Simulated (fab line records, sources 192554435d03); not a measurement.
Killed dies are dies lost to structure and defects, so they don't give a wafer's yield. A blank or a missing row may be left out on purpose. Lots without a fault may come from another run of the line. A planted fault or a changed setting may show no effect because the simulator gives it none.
Chamber matching | flow n5_finfet | N5_BEOL_M0_SAQP_PECVD_04 on pecvd-04: 3 sister chambers
The step deposits a-Si from SiH4/He, target thk 60 nm, time 60.2 s. 6 wafers are shown with their chamber, then 11 later ones without.

WAFERS WITH THEIR CHAMBER
wafer  | chamber | throttle_valve_pct (%) | showerhead_plenum_p_Torr (Torr)
L083.1 | 2       | 18.2                   | 5.65
L083.4 | 1       | 21.3                   | 5.78
L084.1 | 1       | 21.1                   | 5.78
L084.2 | 0       | 18.3                   | 5.65
L084.6 | 0       | 18.5                   | 5.68
L088.2 | 2       | 18.3                   | 5.65

WAFERS WITHOUT THEIR CHAMBER
wafer  | throttle_valve_pct (%) | showerhead_plenum_p_Torr (Torr)
L088.3 | 18.3                   | 5.67
L088.5 | 21.0                   | 5.77
L090.1 | 18.3                   | 5.64
L090.4 | 18.5                   | 5.65
L090.5 | 18.1                   | 5.66
L092.3 | 21.0                   | 5.76
L092.4 | 18.5                   | 5.66
L092.6 | 21.4                   | 5.78
L095.2 | 21.2                   | 5.77
L095.3 | 18.5                   | 5.66
L095.4 | 18.5                   | 5.66

WHICH CHAMBER EACH WENT THROUGH
wafer  | from the rows above     | in truth
L088.3 | can't be placed: 0 or 2 | 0
L088.5 | 1                       | 1
L090.1 | can't be placed: 2 or 0 | 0
L090.4 | can't be placed: 0 or 2 | 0
L090.5 | can't be placed: 2 or 0 | 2
L092.3 | 1                       | 1
L092.4 | can't be placed: 0 or 2 | 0
L092.6 | 1                       | 1
L095.2 | 1                       | 1
L095.3 | can't be placed: 0 or 2 | 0
L095.4 | can't be placed: 0 or 2 | 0
Placed correctly: 4 of 11. Can't be placed from these rows: 7 (the true chamber is among the candidates in 7). Placed wrongly: 0.
How it was worked out, from the rows above alone: a wafer's distance from a chamber is the root of the sum, over the readings, of the square of ((its reading less the chamber's mean) divided by the reading's scatter). The wafer belongs to the nearest chamber; if the next one is less than 2 further off, it can't be placed. A chamber's mean is the mean of its shown wafers. The scatter: the root of (the sum of the squares of (reading less its chamber's mean) over the shown wafers, divided by (wafers less chambers)).
